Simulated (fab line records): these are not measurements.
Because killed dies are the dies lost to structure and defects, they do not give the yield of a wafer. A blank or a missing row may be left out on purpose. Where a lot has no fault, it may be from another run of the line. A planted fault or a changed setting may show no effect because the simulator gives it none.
fab line records + flow n5-finfet
record:
- lots: 5
- wafers: 15
- last-day: 17
route steps=1938 shown BEOL_M15@1786 PASSIVATION@1936
lots that met no fault: from a run of the same line without faults
start-h: hours from the record's opening day to when the first of the lot's shown wafers began + wait-h: hours since the lot's step before + " as in the row above + L1.1+2: a single row standing in for several wafers + - value missing, or start not given + * or withheld: withheld + < > ~ a bound
route shown NAME@n: a module of which the file shows steps, and the number in the route of the first + usual: the fault-free wafers' mean and standard deviation + same: alike in all rows + chamber/n: place in a boat + sites: each site's reading + _std_site: their standard deviation + _edge_site: inner sites' mean taken away from outer sites' mean + radius-mm: for every site, how far away it sits from the centre of the wafer + mask NAME#n: copy n + behind: tool/chamber where the wafer was last shaped + hold: what put the lot on hold/how long, in hours/how the hold closed + device: the n, p or np transistor that did not switch + end of line: the route-end tests of the same wafers + step lacking rows: just its recipe + killed: at the first sort, the dies lost to defects and structure; wafer yield is something else + map: per-die view of a wafer (x killed, . not killed, _ where there is no die)
set.NAME: the setting as run; set.NAME@STEP: as run at that earlier step + model.NAME: the simulator's own value behind a step, which no gauge read
certain route steps with their lots: each step a table, each wafer a row
services: the hour from which a tool's chamber was out of use, counted from the record's first day as start-h (under 0 if before that day), plus the number of hours and why
== steps ==
step: N5_BEOL_M15_DESCUM_15
recipe:
- chemistry: O2
- time-s: 7.9
- source-power-w: 50
- bias-power-w: 20
- pressure-mtorr: 20
- rf-frequency-hz: 2.712e+07
- temp-c: 40
- o2-flow-sccm: 225
step: N5_BEOL_M15_ETCH_59
recipe:
- chemistry: N2/H2
- target: BARC
- target-depth-a: 890
- overetch-a: 267
- time-s: 67.9
- ion-energy-ev: 200
- pressure-mtorr: 30
- source-w: 840
- bias-w: 150
- n2-flow-sccm: 200
- h2-flow-sccm: 200
step: N5_BEOL_M15_VIA_ETCH_16
recipe:
- chemistry: C4F8/O2/Ar
- target: SiO2
- he-inner-torr: 15
- he-outer-torr: 30
- target-depth-a: 17922
- time-s: withheld
- ion-energy-ev: 800
- pressure-mtorr: 20
- source-w: 1905
- bias-w: 2040
- Ar_flow_sccm: 400
- C4F8_flow_sccm: 16
- O2_flow_sccm: 12
- ends: cleared
step: N5_BEOL_M15_STRIP_63
recipe:
- chemistry: O2
- power-w: 600
- temp-c: 60
- pressure-mtorr: 30
- rf-frequency-hz: 6e+07
- bias-power-w: 0
- overash-fraction: 0.3
- o2-flow-sccm: 225
step: N5_BEOL_M15_STRIP_64
recipe:
- chemistry: O2
- power-w: 600
- temp-c: 60
- pressure-mtorr: 30
- rf-frequency-hz: 6e+07
- bias-power-w: 0
- overash-fraction: 0.3
- o2-flow-sccm: 225
step: N5_BEOL_M15_STRIP_65
recipe:
- chemistry: post-etch-residue-remover
- time-s: 60
- temp-c: 25
- remover-ph: withheld
- remover-water-wt-pct: withheld
- remover-fluoride-wt-pct: withheld
step: N5_BEOL_M15_SRD_66
recipe:
- time-s: 30
- temp-c: 23
- rinse-liquid: diw
- dry: n2-spin
- spin-rpm: 1500
- dry-time-s: 30
step: N5_BEOL_M15_COAT_56
recipe:
- resist: SOC
- temp-c: 250
- time-s: 60
- spin-rpm: 1500
- resist-thk-nm: 550
step: N5_BEOL_M15_ETCH_57
recipe:
- chemistry: N2/H2
- target: SOC
- source-w: 3000
- bias-w: 350
- time-s: 750
- ion-energy-ev: 200
- pressure-mtorr: 30
- n2-flow-sccm: 200
- h2-flow-sccm: 200
step: N5_BEOL_M15_COAT_60
recipe:
- resist: BARC
- temp-c: 205
- time-s: 60
- spin-rpm: 1500
- resist-thk-nm: 89
step: N5_BEOL_M15_COAT_22
recipe:
- spin-rpm: 1704
- resist-thk-nm: 800
usual:
- spin-speed-rpm: 1704.0/1.1
| lot.wafer | tool           | chamber | start-h | wait-h | spin-speed-rpm | model.coat_of_BEOL_M15_COAT_22.thk-nm |
|-----------|----------------|---------|---------|--------|----------------|---------------------------------------|
| L162.4    | litho-track-02 | 0       | 252.87  | -      | 1704.1         | 803.2                                 |
| L162.5    | "              | 0       | "       | "      | 1704.6         | 801.8                                 |
| L162.6    | "              | 0       | "       | "      | 1703.5         | 799.8                                 |
| L169.1    | litho-track-02 | 0       | 305.99  | -      | 1704.5         | 801.6                                 |
| L169.3    | "              | 0       | "       | "      | 1705.6         | 800.4                                 |
| L169.6    | "              | 0       | "       | "      | 1703.9         | 796.8                                 |
| L180.2    | litho-track-02 | 0       | 364.01  | -      | 1491.4         | 851                                   |
| L180.5    | "              | 0       | "       | "      | 1491.8         | 852.6                                 |
| L180.6    | "              | 0       | "       | "      | 1492.1         | 850.6                                 |
| L181.1    | litho-track-02 | 0       | 374.19  | -      | 1491.9         | 854.2                                 |
| L181.3    | "              | 0       | "       | "      | 1493.4         | 849.8                                 |
| L181.6    | "              | 0       | "       | "      | 1493.1         | 852.4                                 |
| L182.1    | litho-track-02 | 0       | 386.02  | -      | 1493.8         | 853.2                                 |
| L182.3    | "              | 0       | "       | "      | 1492.9         | 855.4                                 |
| L182.5    | "              | 0       | "       | "      | 1493.5         | 853                                   |
step: N5_BEOL_M15_EBR_24
recipe:
- solvent: PGMEA
- ebr-width-mm: 1.5
step: N5_BEOL_M15_SOFTBAKE_23
recipe:
- temp-c: 130
- time-s: 60
step: N5_BEOL_M15_EXPOSE_25
recipe:
- mask-id: M15
- na: 0.8
- source-shape: annular
- sigma-inner: 0.5
- sigma-outer: 0.8
- polarization: unpolarized
- target-cd-nm: 400
- dose-mj: 35.5
step: N5_BEOL_M15_PEB_26
recipe:
- peb-temp-c: 130
- peb-time-s: 90
step: N5_BEOL_M15_DEVELOP_27
recipe:
- develop-time-s: 45
- rinse-liquid: diw
- dry: air-spin
- dev-temp-c: 21
step: N5_BEOL_M15_HARDBAKE_32
recipe:
- temp-c: 130
- time-s: 120
step: N5_BEOL_M15_DESCUM_33
recipe:
- chemistry: O2
- time-s: 7.9
- source-power-w: 50
- bias-power-w: 20
- pressure-mtorr: 20
- rf-frequency-hz: 2.712e+07
- temp-c: 40
- o2-flow-sccm: 225
step: N5_BEOL_M15_ETCH_61
recipe:
- chemistry: N2/H2
- target: BARC
- target-depth-a: 890
- overetch-a: 267
- time-s: 67.9
- ion-energy-ev: 200
- pressure-mtorr: 30
- source-w: 840
- bias-w: 150
- n2-flow-sccm: 200
- h2-flow-sccm: 200
step: N5_BEOL_M15_TRENCH_ETCH_34
recipe:
- chemistry: C4F8/O2/Ar
- target: SiO2
- target-depth-a: 8729.3
- he-inner-torr: 15
- he-outer-torr: 30
- time-s: 199
- ion-energy-ev: 800
- pressure-mtorr: 20
- source-w: 1905
- bias-w: 2040
- Ar_flow_sccm: 400
- C4F8_flow_sccm: 16
- O2_flow_sccm: 12
usual:
- drypump-motor-current-A: 5.5/0.42
- he-inner-torr: 15.00/0.033
- oes-product-au: 0.80/0.076
- rf-vpp-V: 2215/56
- showerhead-plenum-p-Torr: 3.41/0.097
- throttle-valve-pct: 30.89/0.27
| lot.wafer | tool        | chamber | start-h | wait-h | drypump-motor-current-A | he-inner-torr | oes-product-au | rf-hours-counter-h | rf-vpp-V | showerhead-plenum-p-Torr | throttle-valve-pct | model.coat_of_BEOL_M15_COAT_22.thk-nm |
|-----------|-------------|---------|---------|--------|-------------------------|---------------|----------------|--------------------|----------|--------------------------|--------------------|---------------------------------------|
| L162.4    | rie-diel-05 | 3       | 253.31  | 0.0    | 5.7                     | 15.06         | 0.66           | 238                | 2298     | 3.57                     | 31.26              | 552.4                                 |
| L162.5    | "           | 2       | "       | "      | 5.8                     | 14.93         | 0.80           | -                  | 2163     | 3.45                     | 30.63              | 544.2                                 |
| L162.6    | "           | 1       | "       | "      | 5.8                     | 15.00         | 0.79           | -                  | 2144     | 3.43                     | 30.73              | 543.4                                 |
| L169.1    | rie-diel-06 | 0       | 306.56  | 0.0    | 5.0                     | 15.01         | 0.95           | 4                  | 2223     | 3.38                     | 31.03              | 548.6                                 |
| L169.3    | "           | 2       | "       | "      | 5.6                     | 14.97         | 0.73           | 164                | 2258     | 3.32                     | 31.42              | 551                                   |
| L169.6    | "           | 0       | "       | "      | 5.0                     | 14.99         | 0.94           | -                  | 2222     | 3.37                     | 31.04              | 543                                   |
| L180.2    | rie-diel-05 | 0       | 364.58  | 0.0    | 5.1                     | 14.98         | 0.72           | 178                | 2255     | 3.28                     | 31.19              | 603.2                                 |
| L180.5    | "           | 3       | "       | "      | 5.7                     | 15.06         | 0.96           | -                  | 2297     | 3.56                     | 30.89              | 593.8                                 |
| L180.6    | "           | 2       | "       | "      | 5.8                     | 15.03         | 0.78           | -                  | 2162     | 3.43                     | 30.65              | 591.2                                 |
| L181.1    | rie-diel-06 | 1       | 375.28  | 0.0    | 6.3                     | 14.98         | 0.79           | 86                 | 2265     | 3.59                     | 30.61              | 608                                   |
| L181.3    | "           | 2       | "       | "      | 5.6                     | 14.94         | 0.71           | 187                | 2259     | 3.31                     | 31.44              | 601                                   |
| L181.6    | "           | 0       | "       | "      | 5.0                     | 15.03         | 0.89           | -                  | 2221     | 3.36                     | 31.06              | 596.6                                 |
| L182.1    | rie-diel-05 | 3       | 386.47  | 0.0    | 5.7                     | 14.98         | 0.94           | 22                 | 2297     | 3.55                     | 30.89              | 592.4                                 |
| L182.3    | "           | 2       | "       | "      | 5.8                     | 15.02         | 0.79           | 121                | 2160     | 3.42                     | 30.67              | 594.6                                 |
| L182.5    | "           | 0       | "       | "      | 5.2                     | 14.98         | 0.71           | -                  | 2254     | 3.28                     | 31.20              | 607.8                                 |
step: N5_PASSIVATION_PROBE_49
usual:
- defect-limited-yield: 91.5/1.5
- killed_at_M0_to_M3: 33/9.9
- killed_at_M4_up: 14/5.2
- killed-at-contacts: 11/5.2
- killed-at-front-end: 38/10
- killed-at-other: 4/3.5
- killed-dies: 100/18
- killed-open: 66/14
- killed-short: 32/6.9
- sort_bin_5_function: 5.0/1
- sort_bin_6_memory: 3.1/0.69
- sort_bin_8_speed: 0.03/0.26
- sort-n-pass: 1080/18
- sort-yield-pct: 91.5/1.5
same:
- gross-dies: 1180
- killed-at-back-side: 0
- sort_bin_4_leakage[%]: 0
| lot.wafer | tool      | chamber | start-h | wait-h | defect-limited-yield[%] | killed_at_M0_to_M3 | killed_at_M4_up | killed-at-contacts | killed-at-front-end | killed-at-other | killed-dies | killed-open | killed-short | sort_bin_5_function[%] | sort_bin_6_memory[%] | sort_bin_8_speed[%] | sort-n-pass | sort-yield-pct[%] |
|-----------|-----------|---------|---------|--------|-------------------------|--------------------|-----------------|--------------------|---------------------|-----------------|-------------|-------------|--------------|------------------------|----------------------|---------------------|-------------|-------------------|
| L162.4    | prober-02 | -       | 272.98  | 0.2    | 90.3                    | 49                 | 9               | 8                  | 42                  | 6               | 114         | 72          | 41           | 5.9                    | 3.1                  | 0                   | 1066        | 90.3              |
| L162.5    | prober-02 | -       | 273.03  | 0.2    | 90.7                    | 34                 | 12              | 16                 | 40                  | 8               | 110         | 81          | 26           | 5.7                    | 3.5                  | 0                   | 1070        | 90.7              |
| L162.6    | prober-02 | -       | 273.08  | 0.3    | 89.5                    | 49                 | 15              | 6                  | 46                  | 8               | 124         | 81          | 42           | 6.9                    | 3.2                  | 0.08                | 1055        | 89.4              |
| L169.1    | prober-02 | -       | 324.23  | 0.0    | 89.9                    | 44                 | 17              | 16                 | 35                  | 7               | 119         | 81          | 38           | 6.4                    | 3.3                  | 0                   | 1061        | 89.9              |
| L169.3    | prober-02 | -       | 324.33  | 0.1    | 92.9                    | 24                 | 14              | 9                  | 25                  | 12              | 84          | 52          | 28           | 4.4                    | 2.5                  | 0                   | 1096        | 92.9              |
| L169.6    | prober-02 | -       | 324.48  | 0.3    | 90.6                    | 38                 | 20              | 7                  | 38                  | 8               | 111         | 66          | 44           | 5.5                    | 3.7                  | 0                   | 1069        | 90.6              |
| L180.2    | prober-01 | -       | 387.19  | 0.1    | 95.2                    | 17                 | 7               | 4                  | 27                  | 2               | 57          | 33          | 21           | 3.1                    | 1.4                  | 0                   | 1123        | 95.2              |
| L180.5    | prober-01 | -       | 387.34  | 0.2    | 92.0                    | 22                 | 16              | 9                  | 46                  | 1               | 94          | 52          | 38           | 4.0                    | 3.5                  | 0                   | 1086        | 92.0              |
| L180.6    | prober-01 | -       | 387.39  | 0.3    | 91.5                    | 28                 | 20              | 6                  | 39                  | 7               | 100         | 65          | 27           | 4.8                    | 2.9                  | 0                   | 1080        | 91.5              |
| L181.1    | prober-01 | -       | 392.10  | 0.0    | 90.9                    | 29                 | 14              | 13                 | 50                  | 1               | 107         | 71          | 32           | 5.5                    | 3.1                  | 0                   | 1073        | 90.9              |
| L181.3    | prober-01 | -       | 392.20  | 0.1    | 90.8                    | 33                 | 6               | 16                 | 53                  | 0               | 108         | 66          | 40           | 5.6                    | 3.2                  | 0                   | 1072        | 90.8              |
| L181.6    | prober-01 | -       | 392.35  | 0.3    | 91.0                    | 43                 | 8               | 6                  | 47                  | 2               | 106         | 65          | 39           | 5.3                    | 3.2                  | 0                   | 1074        | 91.0              |
| L182.1    | prober-01 | -       | 404.08  | 0.0    | 90.2                    | 47                 | 12              | 8                  | 44                  | 5               | 116         | 69          | 45           | 5.3                    | 4.4                  | 0                   | 1064        | 90.2              |
| L182.3    | prober-01 | -       | 404.18  | 0.1    | 91.8                    | 41                 | 12              | 5                  | 33                  | 6               | 97          | 63          | 33           | 5.1                    | 3.0                  | 0                   | 1083        | 91.8              |
| L182.5    | prober-01 | -       | 404.28  | 0.2    | 89.3                    | 33                 | 24              | 15                 | 46                  | 8               | 126         | 89          | 36           | 6.1                    | 4.1                  | 0                   | 1054        | 89.3              |
killed by level:class
L162.4 BEOL_M0_SAQP:geometric-particle:open=19 FIN_SAQP:geometric-particle:open=15 BEOL_M0_SAQP:geometric-particle:short=13 FIN_SAQP:geometric-particle:short=11 MOL_CONTACT_COAG:geometric-particle:open=6 BEOL_M1:geometric-particle:open=4 STI_FIN_REVEAL:geometric-particle:open=4 BEOL_M2:geometric-particle:open=4
L162.5 FIN_SAQP:geometric-particle:open=18 MOL_CONTACT_COAG:geometric-particle:open=12 STI_FIN_REVEAL:geometric-particle:open=11 BEOL_M3:geometric-particle:open=10 BEOL_M0_SAQP:geometric-particle:short=6 BEOL_M0_SAQP:geometric-particle:open=6 BEOL_M2:geometric-particle:open=5 FIN_SAQP:geometric-particle:short=4
L162.6 BEOL_M0_SAQP:geometric-particle:short=13 BEOL_M3:geometric-particle:open=11 BEOL_M1:geometric-particle:open=9 FIN_SAQP:geometric-particle:open=8 STI_FIN_REVEAL:geometric-particle:open=8 BEOL_M0_SAQP:geometric-particle:open=8 FIN_SAQP:geometric-particle:short=7 DUMMY_GATE:geometric-particle:open=7
L169.1 BEOL_M3:geometric-particle:open=16 MOL_CONTACT_COAG:geometric-particle:open=13 STI_FIN_REVEAL:geometric-particle:open=8 FIN_SAQP:geometric-particle:short=6 BEOL_M1:geometric-particle:open=6 BEOL_M0_SAQP:geometric-particle:short=5 BEOL_M3:geometric-particle:short=5 DUMMY_GATE:geometric-particle:short=4
L169.3 BEOL_M3:geometric-particle:open=11 MOL_CONTACT_COAG:geometric-particle:open=7 FIN_SAQP:geometric-particle:open=5 BEOL_M0_SAQP:geometric-particle:open=5 PASS1_CAP:geometric-particle:short=5 BEOL_M0_SAQP:geometric-particle:short=4 BEOL_M5:geometric-particle:open=4 FIN_SAQP:geometric-particle:short=3
L169.6 BEOL_M3:geometric-particle:open=12 GATE_CUT:geometric-particle:short=8 BEOL_M0_SAQP:geometric-particle:short=7 ILD0:geometric-particle:short=6 BEOL_M5:geometric-particle:open=6 FIN_SAQP:geometric-particle:open=5 ILD0:geometric-particle:open=5 MOL_CONTACT_COAG:geometric-particle:open=5
L180.2 BEOL_M2:geometric-particle:open=8 GATE_CUT:geometric-particle:short=6 FIN_SAQP:geometric-particle:short=5 FIN_SAQP:geometric-particle:open=4 DUMMY_GATE:geometric-particle:open=3 GATE_CUT:geometric-particle:open=3 MOL_CONTACT_COAG:geometric-particle:open=3 BEOL_M0_SAQP:geometric-particle:short=3
L180.5 FIN_SAQP:geometric-particle:short=10 BEOL_M1:geometric-particle:open=8 GATE_CUT:geometric-particle:short=7 MOL_CONTACT_COAG:geometric-particle:open=5 BEOL_M2:geometric-particle:open=5 BEOL_M4:geometric-particle:open=5 STARTING-WAFER:geometric-particle:open=5 GATE_CUT:geometric-particle:open=4
L180.6 BEOL_M2:geometric-particle:open=10 STI_FIN_REVEAL:geometric-particle:open=9 BEOL_M0_SAQP:geometric-particle:short=6 BEOL_M1:geometric-particle:open=5 MIM_TOP_ETCH:geometric-particle:open=4 DUMMY_GATE:geometric-particle:open=4 GATE_CUT:geometric-particle:short=4 MOL_CONTACT_COAG:geometric-particle:open=4
L181.1 BEOL_M3:geometric-particle:open=13 MOL_CONTACT_COAG:geometric-particle:open=11 FIN_SAQP:geometric-particle:open=10 STI_FIN_REVEAL:geometric-particle:open=10 FIN_SAQP:geometric-particle:short=9 DUMMY_GATE:geometric-particle:open=5 GATE_CUT:geometric-particle:short=4 BEOL_M0_SAQP:geometric-particle:open=4
L181.3 FIN_SAQP:geometric-particle:open=15 FIN_SAQP:geometric-particle:short=14 STI_FIN_REVEAL:geometric-particle:open=12 MOL_CONTACT_COAG:geometric-particle:open=12 BEOL_M0_SAQP:geometric-particle:short=8 BEOL_M1:geometric-particle:open=8 BEOL_M3:geometric-particle:open=7 BEOL_M3:geometric-particle:short=5
L181.6 FIN_SAQP:geometric-particle:open=16 FIN_SAQP:geometric-particle:short=15 BEOL_M3:geometric-particle:open=13 BEOL_M0_SAQP:geometric-particle:short=9 BEOL_M1:geometric-particle:open=8 BEOL_M0_SAQP:geometric-particle:open=7 STI_FIN_REVEAL:geometric-particle:open=5 STARTING-WAFER:geometric-particle:short=4
L182.1 FIN_SAQP:geometric-particle:open=14 BEOL_M0_SAQP:geometric-particle:open=11 BEOL_M3:geometric-particle:open=10 BEOL_M0_SAQP:geometric-particle:short=9 STI_FIN_REVEAL:geometric-particle:open=8 BEOL_M2:geometric-particle:open=8 MOL_CONTACT_COAG:geometric-particle:open=7 BEOL_M3:geometric-particle:short=7
L182.3 BEOL_M0_SAQP:geometric-particle:short=9 BEOL_M2:geometric-particle:open=9 BEOL_M0_SAQP:geometric-particle:open=8 BEOL_M3:geometric-particle:open=6 FIN_SAQP:geometric-particle:open=5 STI_FIN_REVEAL:geometric-particle:open=5 DUMMY_GATE:geometric-particle:open=5 MOL_CONTACT_COAG:geometric-particle:open=5
L182.5 FIN_SAQP:geometric-particle:open=12 MOL_CONTACT_COAG:geometric-particle:open=12 BEOL_M0_SAQP:geometric-particle:open=12 BEOL_M3:geometric-particle:open=9 BEOL_M4:geometric-particle:open=8 BEOL_M0_SAQP:geometric-particle:short=7 FIN_SAQP:geometric-particle:short=6 STI_FIN_REVEAL:geometric-particle:open=5
== services ==
| tool           | chamber | start-h | hours | kind                          |
|----------------|---------|---------|-------|-------------------------------|
| rie-diel-06    | 0       | 261.52  | -     | clean                         |
| rie-diel-06    | 0       | 261.52  | -     | consumable-replace:focus-ring |
| rie-diel-06    | 0       | 261.52  | 27.6  | scheduled-down                |
| rie-diel-06    | 0       | 261.52  | 27.6  | vent-cycle                    |
| rie-diel-05    | 2       | 268.41  | 8.9   | repair                        |
| rie-diel-05    | 3       | 295.09  | -     | clean                         |
| rie-diel-05    | 3       | 295.09  | -     | consumable-replace:focus-ring |
| rie-diel-05    | 3       | 295.09  | 17.3  | scheduled-down                |
| rie-diel-05    | 3       | 295.09  | 17.3  | vent-cycle                    |
| rie-diel-06    | 3       | 296.55  | 2.8   | repair                        |
| rie-diel-05    | 1       | 307.24  | 4.8   | repair                        |
| rie-diel-06    | 1       | 338.64  | 6.6   | repair                        |
| litho-track-02 | -       | 356.71  | -     | consumable-replace:filter     |
| rie-diel-06    | 0       | 367.43  | 7.2   | repair                        |
| rie-diel-06    | 3       | 369.77  | 1.9   | repair                        |
== key ==
first-sign:
- step: N5_BEOL_M15_COAT_22
- reading: spin-speed-rpm
- direction: down
- sigmas: 99+
- usual: *
- struck: *
effect none on later readings
model-effect:
- step: N5_BEOL_M15_COAT_22
- value: coat_of_BEOL_M15_COAT_22.thk-nm
- without: 798
- struck: 852.5
model-effect:
- step: N5_BEOL_M15_TRENCH_ETCH_34
- value: coat_of_BEOL_M15_COAT_22.thk-nm
- without: 544.3
- struck: 598.7
met-at N5_BEOL_M15_COAT_22
struck-wafers L180.2,L180.5,L180.6,L181.1,L181.3,L181.6,L182.1,L182.3,L182.5
onset-between 305.99 364.01
fault:
- kind: process-parameter-drift
- tool: litho-track-02
- chamber: -
- onset-h: 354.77
- steps: N5_BEOL_M15_COAT_22
- channel: spin-rpm
- offset: *
- shape: step
- end-h: 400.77
- acts-in: *
- stated: *
